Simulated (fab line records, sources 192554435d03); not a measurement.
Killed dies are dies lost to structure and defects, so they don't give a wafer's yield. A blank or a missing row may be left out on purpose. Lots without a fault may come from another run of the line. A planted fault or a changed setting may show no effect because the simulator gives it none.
A struck lot beside a sound one | flow n5_finfet | 16 steps out of a route of 1938
Sound: wafers L606.2, L606.4, L606.6. Struck: wafer L623.5. (L623.1 of the same lot was not struck and is left out.) The cause comes at the end.
At each step with rows: each side's tool, then ch and its chambers, then its first start. Under that, the readings that differ: sound wafers | struck wafers | difference of the means | sigmas: that difference in standard deviations of wafers without a fault.
alike: readings whose means differ by less than 2 such deviations, and words and numbers that are the same on both sides. not compared: withheld readings, readings that some wafer has no value for, bounds like >300 that may hide the same value, and numbers for which the record gives no deviation and whose values overlap.
The two part at a step that has a row with sigmas, a row that says differs or no value, or rows on one side only. Numbers that don't overlap but have no deviation are shown without sigmas and don't part them. A reading that every wafer of one side lacks parts them only if that side has two wafers or more.

first, 4 steps without rows for these wafers: N5_BEOL_M4_SOFTBAKE_23 (time 60 s); N5_BEOL_M4_EXPOSE_25 (exposes mask V3, defocus 5 nm); N5_BEOL_M4_PEB_26 (peb time 60 s); N5_BEOL_M4_DEVELOP_27 (develop time 30 s).
N5_BEOL_M4_CD_MEAS_28: target cd 26.2 nm, target cd y 24.1 nm.
  sound on cd_sem-02 ch 0, day 8 12:19; struck on cd_sem-02 ch 0, day 13 01:55
  alike: cd_nm
N5_BEOL_M4_OVL_MEAS_29:
  sound on overlay-02 ch 0, day 8 12:20; struck on overlay-02 ch 0, day 13 01:56
  reading     | sound       | struck | difference | sigmas
  V3_OVL (nm) | 1.9 2.0 1.6 | -0.4   | -2.2       | -3
N5_BEOL_M4_INSPECT_30: inspects for defects (brightfield).
  sound on defect_inspect-01, day 8 12:24; struck on defect_inspect-02, day 13 02:00
  alike: raw_defect_count
N5_BEOL_M4_DESCUM_33: chemistry O2, time 7 s.
  sound on rie_diel-03 ch 0,2,3, day 8 12:30; struck on rie_diel-03 ch 0, day 13 02:38
  alike: drypump_motor_current_A, oes_product_au, rf_vpp_V, showerhead_plenum_p_Torr, throttle_valve_pct
  not compared: rf_hours_counter_h
N5_BEOL_M4_ETCH_77: etches underlayer in N2/H2, target depth 6.5 nm, time 5.2 s.
  sound on rie_diel-03 ch 0,2,3, day 8 12:32; struck on rie_diel-03 ch 0, day 13 02:41
  alike: drypump_motor_current_A, etch_rf_on_time_s, h2_flow_sccm, oes_product_au, rf_vpp_V, showerhead_plenum_p_Torr, throttle_valve_pct
  not compared: rf_hours_counter_h
N5_BEOL_M4_ETCH_69: etches SiARC in CF4, target depth 15.6 nm, time 26 s.
  sound on rie_diel-03 ch 0,2,3, day 8 12:33; struck on rie_diel-03 ch 0, day 13 02:42
  alike: drypump_motor_current_A, etch_rf_on_time_s, oes_product_au, rf_vpp_V, showerhead_plenum_p_Torr, throttle_valve_pct
  not compared: rf_hours_counter_h
N5_BEOL_M4_ALD_98: deposits SiO2, target thk 2.5 nm, pulse time 1 s, co reactant pulse time 1 s.
  sound on ald_sin-03 ch 0,1,2, day 8 12:47; struck on ald_sin-01 ch 3, day 13 03:02
  alike: heater_power_w, precursor_pulse_height_rel
  not compared: since_wet_clean_h
N5_BEOL_M4_ETCHBACK_99: etches SiO2 in CHF3, target depth 5 nm, time 10.4 s.
  sound on rie_diel-03 ch 2,3, day 8 16:31; struck on rie_diel-03 ch 3, day 13 10:01
  reading      | sound       | struck | difference | sigmas
  rf_vpp_V (V) | 250 233 252 | 233    | -12        | -2
  alike: CHF3_flow_sccm, drypump_motor_current_A, oes_product_au, showerhead_plenum_p_Torr, throttle_valve_pct
  not compared: rf_hours_counter_h
N5_BEOL_M4_ETCH_70: etches SOC in N2/H2, target depth 80 nm, overetch 24 nm, time 130 s.
  sound on rie_diel-03 ch 2,3, day 8 16:33; struck on rie_diel-03 ch 3, day 13 10:03
  reading                                    | sound       | struck | difference | sigmas
  model.SiARC_of_BEOL_M4_COAT_68.thk_nm (nm) | 5.6 5.8 5.8 | 8      | +2         |
  alike: drypump_motor_current_A, h2_flow_sccm, oes_product_au, rf_vpp_V, showerhead_plenum_p_Torr, throttle_valve_pct
  not compared: rf_hours_counter_h
then, 1 step without rows for these wafers: N5_BEOL_M4_STRIP_71 (strips in N2/H2).
N5_BEOL_M4_RC_MEAS_101:
  sound on prober-02 ch 0, day 8 20:59; struck on prober-01 ch 0, day 13 14:28
  reading        | sound          | struck | difference | sigmas
  DIBL_P (mV/V)  | 36.6 32.9 32.3 | 39.3   | +5.4       | +2
  IOFF_P (nA/um) | 0.22 0.18 0.17 | 0.29   | +0.10      | +2
  ION_P (uA/um)  | 466 457 453    | 476    | +17        | +2
  VT_P (mV)      | -251 -251 -251 | -242   | +9         | +3
  alike: DIBL_N, IOFF_N, ION_N, SS_N, SS_P, VT_N
-- the record jumps here: 4 days lie between the struck wafers' starts before and after (it left off in module BEOL_M4 and takes up again in module PASSIVATION, whose first step shown is number 1936 of the route) --
N5_PASSIVATION_PROBE_49:
  sound on prober-02, day 13 03:35; struck on prober-01, day 17 21:08
  alike: defect_limited_yield, killed_at_M0_to_M3, killed_at_M4_up, killed_at_contacts, killed_at_front_end, killed_at_other, killed_dies, killed_on_rim, killed_open, killed_short, sort_bin_5_function, sort_bin_6_memory, sort_bin_8_speed, sort_n_pass

WHERE THEY PART
First at N5_BEOL_M4_OVL_MEAS_29; last, within this record, at N5_BEOL_M4_RC_MEAS_101. Later steps at which nothing parts them and some readings are alike: N5_PASSIVATION_PROBE_49.

WHY: what the simulator had put in
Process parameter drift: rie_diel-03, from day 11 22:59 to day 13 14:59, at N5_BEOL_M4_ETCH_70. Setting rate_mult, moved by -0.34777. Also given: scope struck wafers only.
